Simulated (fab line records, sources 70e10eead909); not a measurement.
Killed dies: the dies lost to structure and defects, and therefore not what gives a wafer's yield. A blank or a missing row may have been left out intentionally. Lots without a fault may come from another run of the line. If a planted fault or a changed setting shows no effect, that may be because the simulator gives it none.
Which tool did it? | flow nand harc | 23 lots with 69 wafers sampled at 6 steps, on a route of 1302 steps

WHAT THE GAUGES SHOWED, per wafer
No reading from a measuring or inspecting step in the record can be judged against a usual standard deviation.

EACH LOT AND THE TOOL THAT RAN IT (in order: tool; ch and the chambers of the sampled wafers; start)
lot  | NHARC_A_STAIRCASE_ETCH_13                     | NHARC_A_STAIRCASE_ETCH_17                     | NHARC_A_STAIRCASE_ETCH_203                    | NHARC_A_STAIRCASE_TRIM_235                    | NHARC_A_STAIRCASE_HM_DEP_456  | NHARC_A_STAIRCASE_HM_OPEN_457
L074 | rie diel-08 ch 0,2,3, day 16 03:35 or earlier | rie diel-08 ch 0,2, day 16 03:35 or earlier   | rie diel-03 ch 1,2,3, day 16 03:35 or earlier | rie diel-03 ch 0,1,2, day 16 03:35 or earlier | acl dep-03 ch 0, day 16 03:35 | rie diel-03 ch 0,3, no start
L075 | rie diel-03 ch 1,2, day 16 09:13 or earlier   | rie diel-03 ch 0,2,3, day 16 09:13 or earlier | rie diel-03 ch 0,1,2, day 16 09:13 or earlier | rie diel-08 ch 0,2,3, day 16 09:13 or earlier | acl dep-02 ch 0, day 16 09:13 | rie diel-03 ch 0,1, no start
L076 | rie diel-02 ch 0,2,3, day 17 03:22 or earlier | rie diel-02 ch 0,2,3, day 17 03:22 or earlier | rie diel-02 ch 0,1,3, day 17 03:22 or earlier | rie diel-02 ch 0,2,3, day 17 03:22 or earlier | acl dep-02 ch 0, day 17 03:22 | rie diel-02 ch 0,1,2, no start
L077 | rie diel-03 ch 1,2, day 17 22:41 or earlier   | rie diel-03 ch 0,3, day 17 22:41 or earlier   | rie diel-03 ch 1,2,3, day 17 22:41 or earlier | rie diel-03 ch 1,3, day 17 22:41 or earlier   | acl dep-03 ch 0, day 17 22:41 | rie diel-08 ch 0,1,3, no start
L078 | rie diel-03 ch 0,1,3, day 18 00:31 or earlier | rie diel-03 ch 1,2,3, day 18 00:31 or earlier | rie diel-08 ch 1,2, day 18 00:31 or earlier   | rie diel-02 ch 0,2,3, day 18 00:31 or earlier | acl dep-02 ch 0, day 18 00:31 | rie diel-03 ch 1,2, no start
L079 | rie diel-02 ch 1,2,3, day 18 13:50 or earlier | rie diel-02 ch 1,2,3, day 18 13:50 or earlier | rie diel-03 ch 0,1,3, day 18 13:50 or earlier | rie diel-02 ch 0,1,2, day 18 13:50 or earlier | acl dep-01 ch 0, day 18 13:50 | rie diel-08 ch 0,2,3, no start
L080 | rie diel-08 ch 0,2,3, day 18 17:21 or earlier | rie diel-08 ch 1,3, day 18 17:21 or earlier   | rie diel-03 ch 0,1, day 18 17:21 or earlier   | rie diel-08 ch 1,2,3, day 18 17:21 or earlier | acl dep-02 ch 0, day 18 17:21 | rie diel-08 ch 0,2, no start
L081 | rie diel-03 ch 0,1,2, day 19 14:23 or earlier | rie diel-03 ch 0,1, day 19 14:23 or earlier   | rie diel-02 ch 1,2,3, day 19 14:23 or earlier | rie diel-08 ch 1,2, day 19 14:23 or earlier   | acl dep-02 ch 0, day 19 14:23 | rie diel-08 ch 1,2,3, no start
L083 | rie diel-08 ch 1,2,3, day 19 16:14 or earlier | rie diel-08 ch 0,2,3, day 19 16:14 or earlier | rie diel-03 ch 0,2,3, day 19 16:14 or earlier | rie diel-08 ch 0,1,2, day 19 16:14 or earlier | acl dep-03 ch 0, day 19 16:14 | rie diel-03 ch 0,2,3, no start
L082 | rie diel-08 ch 0,2,3, day 19 18:24 or earlier | rie diel-08 ch 0,3, day 19 18:24 or earlier   | rie diel-02 ch 0,2,3, day 19 18:24 or earlier | rie diel-02 ch 2,3, day 19 18:24 or earlier   | acl dep-03 ch 0, day 19 18:24 | rie diel-03 ch 2,3, no start
L084 | rie diel-02 ch 1,3, day 20 20:53 or earlier   | rie diel-02 ch 0,1,3, day 20 20:53 or earlier | rie diel-03 ch 2,3, day 20 20:53 or earlier   | rie diel-03 ch 1,2,3, day 20 20:53 or earlier | acl dep-02 ch 0, day 20 20:53 | rie diel-08 ch 1,2, no start
L085 | rie diel-02 ch 0,3, day 21 01:29 or earlier   | rie diel-02 ch 0,3, day 21 01:29 or earlier   | rie diel-03 ch 0,2,3, day 21 01:29 or earlier | rie diel-08 ch 0,3, day 21 01:29 or earlier   | acl dep-03 ch 0, day 21 01:29 | rie diel-03 ch 0,2,3, no start
L087 | rie diel-02 ch 0,1, day 21 13:23 or earlier   | rie diel-02 ch 1,3, day 21 13:23 or earlier   | rie diel-08 ch 0,3, day 21 13:23 or earlier   | rie diel-08 ch 0,2,3, day 21 13:23 or earlier | acl dep-02 ch 0, day 21 13:23 | rie diel-03 ch 0,2,3, no start
L089 | rie diel-08 ch 1,2, day 22 04:26 or earlier   | rie diel-08 ch 0,2,3, day 22 04:26 or earlier | rie diel-02 ch 0,1,3, day 22 04:26 or earlier | rie diel-03 ch 0,3, day 22 04:26 or earlier   | acl dep-03 ch 0, day 22 04:26 | rie diel-03 ch 0,1, no start
L088 | rie diel-08 ch 0,2, day 22 03:26 or earlier   | rie diel-08 ch 1,2, day 22 03:26 or earlier   | rie diel-08 ch 0,1,2, day 22 03:26 or earlier | rie diel-08 ch 0,3, day 22 03:26 or earlier   | acl dep-01 ch 0, day 22 03:26 | rie diel-03 ch 0,2,3, no start
L091 | rie diel-08 ch 1,2, day 23 02:48 or earlier   | rie diel-08 ch 0,1, day 23 02:48 or earlier   | rie diel-03 ch 0,2,3, day 23 02:48 or earlier | rie diel-08 ch 0,1, day 23 02:48 or earlier   | acl dep-01 ch 0, day 23 02:48 | rie diel-03 ch 1,2, no start
L090 | rie diel-02 ch 1,2, day 23 02:53 or earlier   | rie diel-02 ch 0,1, day 23 02:53 or earlier   | rie diel-03 ch 0,1, day 23 02:53 or earlier   | rie diel-03 ch 0,3, day 23 02:53 or earlier   | acl dep-03 ch 0, day 23 02:53 | rie diel-02 ch 1,2, no start
L092 | rie diel-08 ch 0,3, day 24 01:14 or earlier   | rie diel-08 ch 0,2,3, day 24 01:14 or earlier | rie diel-03 ch 0,1,3, day 24 01:14 or earlier | rie diel-02 ch 1,2,3, day 24 01:14 or earlier | acl dep-03 ch 0, day 24 01:14 | rie diel-03 ch 0,1,2, no start
L093 | rie diel-08 ch 1,2, day 24 07:18 or earlier   | rie diel-08 ch 0,3, day 24 07:18 or earlier   | rie diel-03 ch 0,1,2, day 24 07:18 or earlier | rie diel-02 ch 1,2,3, day 24 07:18 or earlier | acl dep-02 ch 0, day 24 07:18 | rie diel-02 ch 0,2, no start
L095 | rie diel-02 ch 0,3, day 25 02:22 or earlier   | rie diel-02 ch 0,1, day 25 02:22 or earlier   | rie diel-08 ch 1,2, day 25 02:22 or earlier   | rie diel-08 ch 0,1, day 25 02:22 or earlier   | acl dep-02 ch 0, day 25 02:22 | rie diel-02 ch 0,1, no start
L094 | rie diel-02 ch 0,1,3, day 25 01:50 or earlier | rie diel-02 ch 0,1, day 25 01:50 or earlier   | rie diel-02 ch 0,3, day 25 01:50 or earlier   | rie diel-08 ch 1,2,3, day 25 01:50 or earlier | acl dep-01 ch 0, day 25 01:50 | rie diel-03 ch 1,3, no start
L097 | rie diel-08 ch 0,2, day 25 12:42 or earlier   | rie diel-08 ch 1,2, day 25 12:42 or earlier   | rie diel-08 ch 0,2,3, day 25 12:42 or earlier | rie diel-02 ch 1,2,3, day 25 12:42 or earlier | acl dep-02 ch 0, day 25 12:42 | rie diel-02 ch 0,3, no start
L096 | rie diel-03 ch 0,1,3, day 25 13:01 or earlier | rie diel-03 ch 0,2,3, day 25 13:01 or earlier | rie diel-08 ch 0,2,3, day 25 13:01 or earlier | rie diel-08 ch 0,2,3, day 25 13:01 or earlier | acl dep-03 ch 0, day 25 13:01 | rie diel-02 ch 0,1,3, no start
- NHARC_A_STAIRCASE_ETCH_13: etches the open film in C4F8/O2, target depth 100 nm, time 40.5 s.
- NHARC_A_STAIRCASE_ETCH_17: etches the open film in C4F8/O2, target depth 100 nm, time 40.5 s.
- NHARC_A_STAIRCASE_ETCH_203: etches the open film in C4F8/O2, target depth 100 nm, time 40.5 s.
- NHARC_A_STAIRCASE_TRIM_235: chemistry O2, time 211.2 s.
- NHARC_A_STAIRCASE_HM_DEP_456: deposits aC, target thk 3100 nm.
- NHARC_A_STAIRCASE_HM_OPEN_457: chemistry O2/COS.

WHAT THE TOOLS THEMSELVES READ (means of the sampled wafers that have a number; where no wafer has one, the mark that the record gives instead)
NHARC_A_STAIRCASE_ETCH_13.
lot  | tool        | bias w (W) | oes product au (a.u.) | rf vpp V (V)
L074 | rie diel-08 | 1001.6     | 0.940                 | 898
L075 | rie diel-03 | 997.7      | 0.940                 | 897
L076 | rie diel-02 | 1001.5     | 0.929                 | 894
L077 | rie diel-03 | 998.5      | 0.936                 | 894
L078 | rie diel-03 | 999.1      | 0.924                 | 899
L079 | rie diel-02 | 1000.9     | 0.950                 | 897
L080 | rie diel-08 | 1000.3     | 0.940                 | 898
L081 | rie diel-03 | 998.5      | 0.948                 | 894
L083 | rie diel-08 | 1000.1     | 0.951                 | 897
L082 | rie diel-08 | 1000.9     | 0.930                 | 897
L084 | rie diel-02 | 997.7      | 0.915                 | 892
L085 | rie diel-02 | 998.5      | 0.937                 | 890
L087 | rie diel-02 | 1000.1     | 0.938                 | 899
L089 | rie diel-08 | 999.0      | 0.954                 | 893
L088 | rie diel-08 | 1000.1     | 0.941                 | 894
L091 | rie diel-08 | 998.8      | 0.964                 | 894
L090 | rie diel-02 | 1002.0     | 0.962                 | 902
L092 | rie diel-08 | 1001.2     | 0.948                 | 899
L093 | rie diel-08 | 998.1      | 0.936                 | 895
L095 | rie diel-02 | 998.9      | 0.943                 | 891
L094 | rie diel-02 | 999.8      | 0.931                 | 894
L097 | rie diel-08 | 999.4      | 0.949                 | 894
L096 | rie diel-03 | 1000.1     | 0.953                 | 898

NHARC_A_STAIRCASE_ETCH_17.
lot  | tool        | bias w (W) | oes product au (a.u.) | rf vpp V (V)
L074 | rie diel-08 | 1002       | 0.932                 | 895
L075 | rie diel-03 | 999        | 0.937                 | 896
L076 | rie diel-02 | 997        | 0.940                 | 894
L077 | rie diel-03 | 1001       | 0.930                 | 900
L078 | rie diel-03 | 1000       | 0.931                 | 899
L079 | rie diel-02 | 1000       | 0.941                 | 897
L080 | rie diel-08 | 1002       | 0.946                 | 900
L081 | rie diel-03 | 1001       | 0.945                 | 895
L083 | rie diel-08 | 998        | 0.950                 | 898
L082 | rie diel-08 | 1000       | 0.937                 | 899
L084 | rie diel-02 | 998        | 0.932                 | 894
L085 | rie diel-02 | 999        | 0.933                 | 889
L087 | rie diel-02 | 999        | 0.944                 | 898
L089 | rie diel-08 | 1000       | 0.941                 | 897
L088 | rie diel-08 | 1002       | 0.942                 | 896
L091 | rie diel-08 | 999        | 0.952                 | 893
L090 | rie diel-02 | 998        | 0.949                 | 896
L092 | rie diel-08 | 1001       | 0.940                 | 898
L093 | rie diel-08 | 1001       | 0.942                 | 896
L095 | rie diel-02 | 996        | 0.939                 | 900
L094 | rie diel-02 | 1003       | 0.935                 | 896
L097 | rie diel-08 | 999        | 0.939                 | 893
L096 | rie diel-03 | 999        | 0.946                 | 895

NHARC_A_STAIRCASE_ETCH_203.
lot  | tool        | bias w (W) | oes product au (a.u.) | rf vpp V (V)
L074 | rie diel-03 | 1001.1     | 0.946                 | 899
L075 | rie diel-03 | 1000.4     | 0.944                 | 895
L076 | rie diel-02 | 1000.4     | 0.939                 | 896
L077 | rie diel-03 | 998.9      | 0.941                 | 898
L078 | rie diel-08 | 999.2      | 0.946                 | 896
L079 | rie diel-03 | 999.2      | 0.935                 | 900
L080 | rie diel-03 | 1002.0     | 0.945                 | 898
L081 | rie diel-02 | 1000.5     | 0.945                 | 896
L083 | rie diel-03 | 999.9      | 0.943                 | 895
L082 | rie diel-02 | 1001.0     | 0.941                 | 893
L084 | rie diel-03 | 999.4      | 0.948                 | 895
L085 | rie diel-03 | 1001.9     | 0.933                 | 895
L087 | rie diel-08 | 1000.7     | 0.941                 | 900
L089 | rie diel-02 | 997.1      | 0.946                 | 894
L088 | rie diel-08 | 1000.9     | 0.952                 | 893
L091 | rie diel-03 | 1002.0     | 0.946                 | 895
L090 | rie diel-03 | 1001.4     | 0.946                 | 894
L092 | rie diel-03 | 1002.1     | 0.949                 | 898
L093 | rie diel-03 | 1001.0     | 0.950                 | 894
L095 | rie diel-08 | 998.2      | 0.948                 | 896
L094 | rie diel-02 | 998.9      | 0.941                 | 890
L097 | rie diel-08 | 1000.0     | 0.939                 | 897
L096 | rie diel-08 | 1000.4     | 0.949                 | 897

NHARC_A_STAIRCASE_TRIM_235.
lot  | tool        | drypump motor current A (A) | mfc ar sccm (sccm) | oes product au (a.u.) | rf vpp V (V) | showerhead plenum p Torr (Torr) | throttle valve pct (%)
L074 | rie diel-03 | 5.9                         | 0.005              | 0.993                 | 56.6         | 3.50                            | 17.037
L075 | rie diel-08 | 6.3                         | 0.015              | 1.010                 | 58.3         | 3.59                            | 17.032
L076 | rie diel-02 | 6.1                         | 0.013              | 0.996                 | 58.0         | 3.46                            | 17.042
L077 | rie diel-03 | 5.8                         | 0.012              | 1.000                 | 58.4         | 3.68                            | 17.040
L078 | rie diel-02 | 6.1                         | 0.013              | 1.001                 | 57.5         | 3.46                            | 17.027
L079 | rie diel-02 | 6.0                         | 0.012              | 1.008                 | 56.9         | 3.61                            | 17.040
L080 | rie diel-08 | 6.0                         | 0.006              | 0.997                 | 58.3         | 3.58                            | 17.041
L081 | rie diel-08 | 6.0                         | 0.011              | 1.007                 | 57.6         | 3.52                            | 17.047
L083 | rie diel-08 | 6.1                         | 0.014              | 1.002                 | 58.2         | 3.48                            | 17.045
L082 | rie diel-02 | 6.3                         | 0.023              | 0.992                 | 57.4         | 3.51                            | 17.034
L084 | rie diel-03 | 6.1                         | 0.010              | 0.996                 | 58.0         | 3.59                            | 17.040
L085 | rie diel-08 | 6.2                         | 0.011              | 1.004                 | 58.1         | 3.63                            | 17.047
L087 | rie diel-08 | 6.2                         | 0.015              | 1.003                 | 57.9         | 3.57                            | 17.036
L089 | rie diel-03 | 6.0                         | 0.019              | 1.008                 | 58.5         | 3.63                            | 17.038
L088 | rie diel-08 | 6.2                         | 0.011              | 1.001                 | 58.2         | 3.63                            | 17.043
L091 | rie diel-08 | 5.9                         | 0.009              | 0.994                 | 57.2         | 3.42                            | 17.039
L090 | rie diel-03 | 5.9                         | 0.013              | 1.000                 | 57.4         | 3.52                            | 17.037
L092 | rie diel-02 | 6.0                         | 0.012              | 0.991                 | 57.8         | 3.54                            | 17.031
L093 | rie diel-02 | 6.0                         | 0.012              | 0.996                 | 57.2         | 3.54                            | 17.040
L095 | rie diel-08 | 6.0                         | 0.009              | 1.001                 | 57.1         | 3.42                            | 17.031
L094 | rie diel-08 | 6.0                         | 0.006              | 0.997                 | 58.2         | 3.55                            | 17.029
L097 | rie diel-02 | 6.0                         | 0.012              | 0.990                 | 58.1         | 3.71                            | 17.035
L096 | rie diel-08 | 6.3                         | 0.015              | 1.007                 | 57.5         | 3.56                            | 17.029

NHARC_A_STAIRCASE_HM_DEP_456.
lot  | tool       | throttle valve pct (%)
L074 | acl dep-03 | 34.993
L075 | acl dep-02 | 34.992
L076 | acl dep-02 | 35.009
L077 | acl dep-03 | 34.996
L078 | acl dep-02 | 35.011
L079 | acl dep-01 | 35.005
L080 | acl dep-02 | 35.009
L081 | acl dep-02 | 35.002
L083 | acl dep-03 | 35.009
L082 | acl dep-03 | 35.009
L084 | acl dep-02 | 34.998
L085 | acl dep-03 | 34.992
L087 | acl dep-02 | 35.001
L089 | acl dep-03 | 35.008
L088 | acl dep-01 | 34.987
L091 | acl dep-01 | 35.010
L090 | acl dep-03 | 34.999
L092 | acl dep-03 | 34.999
L093 | acl dep-02 | 34.995
L095 | acl dep-02 | 34.994
L094 | acl dep-01 | 35.003
L097 | acl dep-02 | 34.993
L096 | acl dep-03 | 34.996

NHARC_A_STAIRCASE_HM_OPEN_457.
lot  | tool        | bias w (W) | drypump motor current A (A) | mfc ar sccm (sccm) | oes product au (a.u.) | rf vpp V (V) | showerhead plenum p Torr (Torr) | throttle valve pct (%)
L074 | rie diel-03 | 300.8      | 6.0                         | 0.019              | 1.001                 | 469.5        | 3.24                            | 28.329
L075 | rie diel-03 | 299.6      | 5.7                         | 0.007              | 1.001                 | 467.0        | 3.11                            | 28.325
L076 | rie diel-02 | 300.9      | 6.0                         | 0.012              | 0.995                 | 468.7        | 3.20                            | 28.331
L077 | rie diel-08 | 299.8      | 6.1                         | 0.010              | 1.001                 | 467.2        | 3.14                            | 28.322
L078 | rie diel-03 | 299.9      | 6.2                         | 0.002              | 0.993                 | 466.2        | 3.08                            | 28.336
L079 | rie diel-08 | 300.0      | 6.2                         | 0.015              | 0.996                 | 468.8        | 3.17                            | 28.328
L080 | rie diel-08 | 299.2      | 6.3                         | 0.023              | 0.993                 | 465.7        | 3.09                            | 28.331
L081 | rie diel-08 | 300.7      | 6.0                         | 0.006              | 1.002                 | 468.1        | 3.17                            | 28.329
L083 | rie diel-03 | 299.6      | 6.1                         | 0.011              | 0.998                 | 467.1        | 3.11                            | 28.332
L082 | rie diel-03 | 300.8      | 6.3                         | 0.008              | 1.011                 | 465.7        | 3.10                            | 28.324
L084 | rie diel-08 | 299.7      | 5.9                         | 0.005              | 1.005                 | 466.3        | 3.07                            | 28.317
L085 | rie diel-03 | 299.0      | 6.1                         | 0.011              | 1.007                 | 466.6        | 3.11                            | 28.328
L087 | rie diel-03 | 300.5      | 6.1                         | 0.011              | 1.003                 | 466.3        | 3.11                            | 28.330
L089 | rie diel-03 | 299.7      | 5.6                         | 0.007              | 0.997                 | 468.1        | 3.15                            | 28.329
L088 | rie diel-03 | 300.2      | 6.1                         | 0.011              | 1.003                 | 466.6        | 3.10                            | 28.330
L091 | rie diel-03 | 300.3      | 5.9                         | 0.004              | 1.004                 | 467.1        | 3.13                            | 28.334
L090 | rie diel-02 | 300.7      | 6.2                         | 0.022              | 1.001                 | 469.9        | 3.23                            | 28.342
L092 | rie diel-03 | 299.5      | 5.9                         | 0.005              | 1.003                 | 466.2        | 3.07                            | 28.326
L093 | rie diel-02 | 300.2      | 6.1                         | 0.014              | 0.994                 | 466.4        | 3.09                            | 28.332
L095 | rie diel-02 | 299.4      | 5.6                         | 0.001              | 0.998                 | 468.4        | 3.20                            | 28.330
L094 | rie diel-03 | 299.5      | 5.8                         | 0.012              | 1.004                 | 469.5        | 3.23                            | 28.334
L097 | rie diel-02 | 299.5      | 5.9                         | 0.003              | 1.002                 | 467.9        | 3.14                            | 28.340
L096 | rie diel-02 | 299.9      | 5.7                         | 0.002              | 0.989                 | 469.8        | 3.23                            | 28.338

THE ANSWER, worked out from the rows above alone
Rule: the usual values come from the lots themselves. Put in order of their means at a reading, lots are off if they are a third of the lots or fewer, leave a main group of 4 or more, and stand apart from it by a gap of 3 or more times the standard deviation of the main group's means; of several such gaps the widest counts. Not used: any main group whose means are identical at the precision the tables above print for the reading. Also off: a lot with no number at a reading for which 4 or more lots have one. Where the step has rows for the other lots, those lots are counted as sound. After the gauges, taken in route order, come the tools' own readings; for these a lot's mean is taken, as printed above. At the first step where some lot is off, the reading lying furthest off is the one used; lots without a number count as furthest.
No lot is off at any reading shown: from this, nothing can be told.

WHAT THE SIMULATOR HAD PUT IN
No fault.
